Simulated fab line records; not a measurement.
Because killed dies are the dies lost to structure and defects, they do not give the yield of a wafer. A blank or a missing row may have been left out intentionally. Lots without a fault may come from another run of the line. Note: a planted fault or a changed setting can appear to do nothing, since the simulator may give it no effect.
fab line records + flow nand_harc + part 2 of 2: steps 28 to 34 of 34
record:
- lots: 5
- wafers: 15
- last_day: 32
route steps=1302 shown A_BLC@1121 A_M0@1137
lots with no fault: from the same line, run without faults
start_h: hours from the record's opening day to when the first of the lot's shown wafers began + wait_h: how many hours have passed since the lot's step before this one + " the same as in the row above + L1.1+2: a single row standing in for several wafers + - no value present, or no start provided + * or withheld: withheld + < > ~ a bound
route shown NAME@n: names a module that has steps shown in the file, with the first one's number in the route + usual: average and standard deviation across the fault-free wafers + same: alike in all rows + chamber/n: place in a boat + sites: the reading at each site + _std_site: the standard deviation of these + _edge_site: mean of outer sites minus mean of inner sites + radius_mm: how far each site lies from the wafer's centre + mask NAME#n: copy n + behind: the last tool/chamber to shape the wafer + hold: what put the lot on hold/how long, in hours/how the hold closed + device: transistor that didn't switch, given as n, p or np + end of line: the tests these same wafers got at the end of their route + step lacking rows: just its recipe + killed: not the wafer's yield, but the dies lost to structure and defects at the first sort + map: per-die view of a wafer (x killed, . not killed, _ where there is no die)
set.NAME: setting as actually run; set.NAME@STEP: the setting as run at that earlier step + model.NAME: the simulator's own value behind a step, which no gauge read
lots seen at some steps along the route; tables by step, rows by wafer
services: a tool's chamber out of use, with start hour (start_h, from the record's first day; less than 0 if before it), hours out, and reason
== steps ==
step: NHARC_A_M0_INSPECT_11
usual:
- raw_defect_count: 91/39
| lot.wafer | tool              | chamber | start_h | wait_h | raw_defect_count |
|-----------|-------------------|---------|---------|--------|------------------|
| L081.1    | defect_inspect-02 | -       | 588.33  | 0.0    | 70               |
| L081.2    | "                 | -       | "       | "      | 72               |
| L081.5    | "                 | -       | "       | "      | 81               |
| L084.2    | defect_inspect-02 | -       | 614.72  | 0.0    | 76               |
| L084.3    | "                 | -       | "       | "      | 72               |
| L084.5    | "                 | -       | "       | "      | 67               |
| L089.2    | defect_inspect-01 | -       | 660.32  | 0.0    | 113              |
| L089.3    | "                 | -       | "       | "      | 130              |
| L089.5    | "                 | -       | "       | "      | 114              |
| L090.2    | defect_inspect-02 | -       | 672.63  | 0.0    | 32               |
| L090.4    | "                 | -       | "       | "      | 26               |
| L090.5    | "                 | -       | "       | "      | 32               |
| L092.2    | defect_inspect-01 | -       | 716.87  | 0.0    | 32               |
| L092.5    | "                 | -       | "       | "      | 43               |
| L092.6    | "                 | -       | "       | "      | 34               |
step: NHARC_A_M0_DESCUM_14
recipe:
- time_s: 3
- o2_flow_sccm: 200
- ar_flow_sccm: 0
- bias_power_w: 0
- chemistry: O2
usual:
- drypump_motor_current_A: 5.6/0.49
- oes_product_au: 1.001/0.013
- rf_vpp_V: 57.9/0.89
- showerhead_plenum_p_Torr: 1.92/0.089
- throttle_valve_pct: 11.312/0.0094
| lot.wafer | tool        | chamber | start_h | wait_h | drypump_motor_current_A | oes_product_au | rf_hours_counter_h | rf_vpp_V | showerhead_plenum_p_Torr | throttle_valve_pct |
|-----------|-------------|---------|---------|--------|-------------------------|----------------|--------------------|----------|--------------------------|--------------------|
| L081.2    | rie_diel-09 | 1       | 588.39  | 0.1    | 6.1                     | 1.007          | 4.2                | 58.9     | 1.94                     | 11.306             |
| L081.1    | "           | 3       | "       | "      | 6.1                     | 1.004          | 5.0                | 56.6     | 2.02                     | 11.312             |
| L081.5    | "           | 1       | "       | "      | 6.1                     | 1.003          | -                  | 59.3     | 1.94                     | 11.306             |
| L084.3    | rie_diel-13 | 1       | 614.79  | 0.1    | 5.8                     | 0.986          | 3.6                | 57.3     | 1.83                     | 11.309             |
| L084.2    | "           | 2       | "       | "      | 5.2                     | 0.979          | 4.6                | 59.4     | 2.06                     | 11.309             |
| L084.5    | "           | 0       | "       | "      | 5.7                     | 0.991          | -                  | 58.3     | 2.03                     | 11.297             |
| L089.3    | rie_diel-01 | 3       | 660.39  | 0.1    | 4.8                     | 0.997          | 4.3                | 58.1     | 2.01                     | 11.305             |
| L089.2    | "           | 1       | "       | "      | 5.7                     | 0.998          | 4.5                | 57.1     | 1.82                     | 11.314             |
| L089.5    | "           | 3       | "       | "      | 4.8                     | 0.997          | -                  | 56.0     | 2.01                     | 11.317             |
| L090.4    | rie_diel-13 | 3       | 672.69  | 0.1    | 5.0                     | 1.020          | 7.8                | 58.1     | 1.84                     | 11.334             |
| L090.2    | "           | 0       | "       | "      | 5.7                     | 1.001          | 7.6                | 57.2     | 2.03                     | 11.308             |
| L090.5    | "           | 3       | "       | "      | 5.1                     | 1.016          | -                  | 57.6     | 1.84                     | 11.299             |
| L092.2    | rie_diel-09 | 3       | 716.95  | 0.1    | 6.1                     | 1.014          | 1.2                | 58.6     | 2.01                     | 11.305             |
| L092.6    | "           | 1       | "       | "      | 6.1                     | 1.019          | -                  | 58.2     | 1.94                     | 11.330             |
| L092.5    | "           | 2       | "       | "      | 6.0                     | 1.001          | -                  | 59.3     | 1.79                     | 11.303             |
step: NHARC_A_M0_ETCH_34
recipe:
- target_depth_a: 400
- overetch_a: 120
- time_s: 43.94
- ion_energy_ev: 200
- n2_flow_sccm: 150
- h2_flow_sccm: 150
- ar_flow_sccm: 0
- rf_w: 400
- bias_w: 150
- chemistry: N2/H2
usual:
- drypump_motor_current_A: 5.6/0.5
- n2_flow_sccm: 149.9/0.46
- oes_product_au: 1.000/0.013
- rf_vpp_V: 430.8/2.8
- showerhead_plenum_p_Torr: 2.05/0.097
- throttle_valve_pct: 14.171/0.01
| lot.wafer | tool        | chamber | start_h | wait_h | drypump_motor_current_A | n2_flow_sccm | oes_product_au | rf_hours_counter_h | rf_vpp_V | showerhead_plenum_p_Torr | throttle_valve_pct |
|-----------|-------------|---------|---------|--------|-------------------------|--------------|----------------|--------------------|----------|--------------------------|--------------------|
| L081.2    | rie_diel-09 | 3       | 588.49  | 0.1    | 6.1                     | 149.9        | 1.006          | 5.0                | 434.8    | 2.15                     | 14.163             |
| L081.1    | "           | 0       | "       | "      | 4.9                     | 149.9        | 0.999          | 3.8                | 431.8    | 2.08                     | 14.161             |
| L081.5    | "           | 1       | "       | "      | 6.1                     | 149.9        | 1.010          | -                  | 431.1    | 2.07                     | 14.183             |
| L084.2    | rie_diel-13 | 3       | 614.87  | 0.1    | 5.0                     | 148.9        | 1.011          | 5.1                | 428.6    | 1.96                     | 14.172             |
| L084.3    | "           | 0       | "       | "      | 5.7                     | 150.4        | 1.001          | 4.9                | 434.5    | 2.17                     | 14.184             |
| L084.5    | "           | 2       | "       | "      | 5.2                     | 150.1        | 0.963          | -                  | 435.1    | 2.19                     | 14.173             |
| L089.3    | rie_diel-01 | 0       | 660.46  | 0.1    | 4.9                     | 150.3        | 0.995          | 4.5                | 429.6    | 2.00                     | 14.186             |
| L089.2    | "           | 2       | "       | "      | 5.9                     | 149.9        | 0.978          | 4.3                | 433.7    | 2.15                     | 14.171             |
| L089.5    | "           | 0       | "       | "      | 4.9                     | 149.8        | 1.002          | -                  | 430.9    | 2.00                     | 14.190             |
| L090.4    | rie_diel-13 | 3       | 672.78  | 0.1    | 5.0                     | 149.6        | 1.019          | 7.9                | 428.6    | 1.96                     | 14.185             |
| L090.2    | "           | 2       | "       | "      | 5.2                     | 149.2        | 0.967          | 6.7                | 434.2    | 2.19                     | 14.155             |
| L090.5    | "           | 3       | "       | "      | 5.0                     | 150.6        | 1.020          | -                  | 428.2    | 1.96                     | 14.171             |
| L092.2    | rie_diel-09 | 0       | 717.03  | 0.1    | 4.9                     | 150.1        | 0.996          | 1.3                | 432.0    | 2.07                     | 14.152             |
| L092.5    | "           | 2       | "       | "      | 6.0                     | 149.3        | 0.987          | -                  | 425.6    | 1.91                     | 14.161             |
| L092.6    | "           | 3       | "       | "      | 6.1                     | 150.1        | 1.000          | -                  | 433.7    | 2.15                     | 14.172             |
step: NHARC_A_M0_ETCH_15
recipe:
- target_depth_a: 1500
- overetch_a: 150
- time_s: 82.5
- c4f8_flow_sccm: withheld
- ar_flow_sccm: 400
- rf_w: 600
- bias_w: 300
- chemistry: C4F8/Ar
usual:
- oes_product_au: 0.947/0.024
- rf_vpp_V: 441.3/2.9
| lot.wafer | tool        | chamber | start_h | wait_h | oes_product_au | rf_hours_counter_h | rf_vpp_V |
|-----------|-------------|---------|---------|--------|----------------|--------------------|----------|
| L081.2    | rie_diel-09 | 1       | -       | -      | 0.937          | 4.2                | 440.6    |
| L081.1    | "           | 2       | "       | "      | 0.908          | 5.2                | 438.4    |
| L081.5    | "           | 2       | "       | "      | 0.911          | -                  | 436.4    |
| L084.3    | rie_diel-13 | 3       | -       | -      | 0.941          | 5.1                | 438.6    |
| L084.2    | "           | 0       | "       | "      | 0.924          | 4.9                | 444.5    |
| L084.5    | "           | 0       | "       | "      | 0.925          | -                  | 445.7    |
| L089.2    | rie_diel-01 | 3       | -       | -      | 0.926          | 4.4                | 444.4    |
| L089.3    | "           | 0       | "       | "      | 0.927          | 4.6                | 440.4    |
| L089.5    | "           | 3       | "       | "      | 0.915          | -                  | 444.3    |
| L090.2    | rie_diel-13 | 1       | -       | -      | 0.929          | 5.6                | 437.4    |
| L090.4    | "           | 2       | "       | "      | 0.905          | 6.7                | 445.4    |
| L090.5    | "           | 1       | "       | "      | 0.921          | -                  | 438.3    |
| L092.2    | rie_diel-09 | 3       | -       | -      | 0.975          | 1.2                | 442.7    |
| L092.6    | "           | 3       | "       | "      | 0.985          | -                  | 444.7    |
| L092.5    | "           | 0       | "       | "      | 0.975          | -                  | 440.2    |
step: NHARC_A_M0_CD_MEAS_16
usual:
- cd_nm: 79.5/0.96
| lot.wafer | tool      | chamber | start_h | wait_h | cd_nm |
|-----------|-----------|---------|---------|--------|-------|
| L081.1    | cd_sem-03 | -       | 588.69  | -      | 78.3  |
| L081.2    | "         | -       | "       | "      | 78.1  |
| L081.5    | "         | -       | "       | "      | 80.0  |
| L084.2    | cd_sem-03 | -       | 615.08  | -      | 80.2  |
| L084.3    | "         | -       | "       | "      | 79.6  |
| L084.5    | "         | -       | "       | "      | 79.2  |
| L089.2    | cd_sem-03 | -       | 660.68  | -      | 78.9  |
| L089.3    | "         | -       | "       | "      | 79.5  |
| L089.5    | "         | -       | "       | "      | 78.0  |
| L090.2    | cd_sem-01 | -       | 672.99  | -      | 80.6  |
| L090.4    | "         | -       | "       | "      | 80.4  |
| L090.5    | "         | -       | "       | "      | 80.4  |
| L092.2    | cd_sem-03 | -       | 717.23  | -      | 80.9  |
| L092.5    | "         | -       | "       | "      | 79.7  |
| L092.6    | "         | -       | "       | "      | 78.4  |
step: NHARC_A_M0_STRIP_18
recipe:
- power_w: 1000
- n2_flow_sccm: 150
- h2_flow_sccm: 150
- ar_flow_sccm: 0
- bias_w: 0
- chemistry: N2/H2
usual:
- drypump_motor_current_A: 5.5/0.47
- n2_flow_sccm: 150.0/0.47
- oes_product_au: 0.998/0.013
- rf_vpp_V: 90.8/0.99
- showerhead_plenum_p_Torr: 2.06/0.099
- throttle_valve_pct: 14.171/0.0083
| lot.wafer | tool        | chamber | start_h | wait_h | drypump_motor_current_A | n2_flow_sccm | oes_product_au | rf_hours_counter_h | rf_vpp_V | showerhead_plenum_p_Torr | throttle_valve_pct |
|-----------|-------------|---------|---------|--------|-------------------------|--------------|----------------|--------------------|----------|--------------------------|--------------------|
| L081.1    | rie_diel-13 | 2       | 588.82  | 0.1    | 5.2                     | 150.6        | 0.973          | 3                  | 91.7     | 2.20                     | 14.162             |
| L081.2    | "           | 3       | "       | "      | 5.1                     | 148.7        | 1.014          | 4                  | 90.1     | 1.96                     | 14.172             |
| L081.5    | "           | 1       | "       | "      | 5.8                     | 150.7        | 0.994          | -                  | 89.9     | 1.94                     | 14.171             |
| L084.3    | rie_diel-09 | 1       | 615.21  | 0.1    | 6.1                     | 149.9        | 1.011          | 5                  | 89.9     | 2.07                     | 14.176             |
| L084.2    | "           | 2       | "       | "      | 6.0                     | 150.5        | 0.983          | 7                  | 89.9     | 1.91                     | 14.171             |
| L084.5    | "           | 0       | "       | "      | 4.8                     | 149.8        | 0.999          | -                  | 91.6     | 2.08                     | 14.180             |
| L089.2    | rie_diel-09 | 3       | 660.75  | 0.1    | 6.1                     | 150.1        | 0.995          | 10                 | 92.6     | 2.15                     | 14.160             |
| L089.3    | "           | 0       | "       | "      | 4.9                     | 150.1        | 1.008          | 8                  | 91.4     | 2.08                     | 14.166             |
| L089.5    | "           | 3       | "       | "      | 6.1                     | 150.4        | 1.004          | -                  | 91.5     | 2.15                     | 14.164             |
| L090.2    | rie_diel-01 | 2       | 673.06  | 0.1    | 5.9                     | 150.4        | 0.981          | 5                  | 92.4     | 2.15                     | 14.160             |
| L090.4    | "           | 1       | "       | "      | 5.7                     | 149.2        | 1.003          | 5                  | 91.1     | 1.94                     | 14.176             |
| L090.5    | "           | 3       | "       | "      | 4.8                     | 150.4        | 0.997          | -                  | 92.0     | 2.14                     | 14.179             |
| L092.2    | rie_diel-01 | 3       | 717.30  | 0.1    | 4.8                     | 150.7        | 0.999          | 7                  | 90.6     | 2.14                     | 14.171             |
| L092.5    | "           | 3       | "       | "      | 4.8                     | 150.3        | 1.007          | -                  | 90.2     | 2.14                     | 14.173             |
| L092.6    | "           | 0       | "       | "      | 4.9                     | 149.4        | 1.006          | -                  | 90.7     | 2.00                     | 14.148             |
step: NHARC_A_M0_STRIP_19
recipe:
- time_s: 600
- temp_c: 30
- chemistry: post_etch_residue_remover
| lot.wafer  | tool         | chamber | start_h | wait_h |
|------------|--------------|---------|---------|--------|
| L081.5+1+2 | wet_bench-04 | 1,2,5   | 589.05  | -      |
| L084.2+3+5 | wet_bench-02 | 1,3,4   | 615.44  | -      |
| L089.2+5+3 | wet_bench-02 | 4,6,7   | 661.04  | -      |
| L090.4+5+2 | wet_bench-02 | 6,1,2   | 673.35  | -      |
| L092.6+2+5 | wet_bench-02 | 6,0,1   | 717.58  | -      |
== services ==
| tool            | chamber | start_h | hours | kind   |
|-----------------|---------|---------|-------|--------|
| rie_diel-03     | 1       | 565.57  | 12.8  | repair |
| rie_diel-13     | -       | 568.82  | 4.4   | repair |
| pvd_sputter-01  | -       | 590.41  | 10.0  | pm     |
| arfi_scanner-01 | -       | 596.00  | 4.0   | pm     |
| wet_bench-02    | -       | 596.00  | 8.0   | pm     |
| cmp-04          | -       | 604.97  | 4.0   | pm     |
| rie_diel-11     | -       | 609.51  | 9.0   | pm     |
| rie_diel-13     | 2       | 618.97  | 3.3   | repair |
| pvd_sputter-01  | -       | 619.70  | 1.6   | repair |
| rie_diel-03     | -       | 635.71  | 9.0   | pm     |
| rie_diel-13     | 2       | 652.81  | 2.6   | repair |
| pvd_sputter-02  | -       | 656.25  | 10.0  | pm     |
| rie_diel-03     | -       | 670.81  | 2.5   | repair |
| rie_diel-01     | 2       | 673.23  | 7.2   | repair |
| rie_diel-09     | -       | 674.10  | 9.0   | pm     |
| litho_track-01  | -       | 680.00  | 7.0   | pm     |
| rie_diel-13     | 3       | 680.45  | 16.7  | repair |
| rie_diel-03     | 1       | 689.01  | 3.2   | repair |
| rie_diel-11     | -       | 690.97  | 1.0   | repair |
| rie_diel-13     | -       | 696.00  | 9.0   | pm     |
| rie_diel-01     | 3       | 698.22  | 6.4   | repair |
| litho_track-06  | -       | 704.00  | 7.0   | pm     |
| wet_bench-09    | -       | 704.83  | 8.0   | pm     |
| rie_diel-11     | 2       | 708.83  | 5.7   | repair |
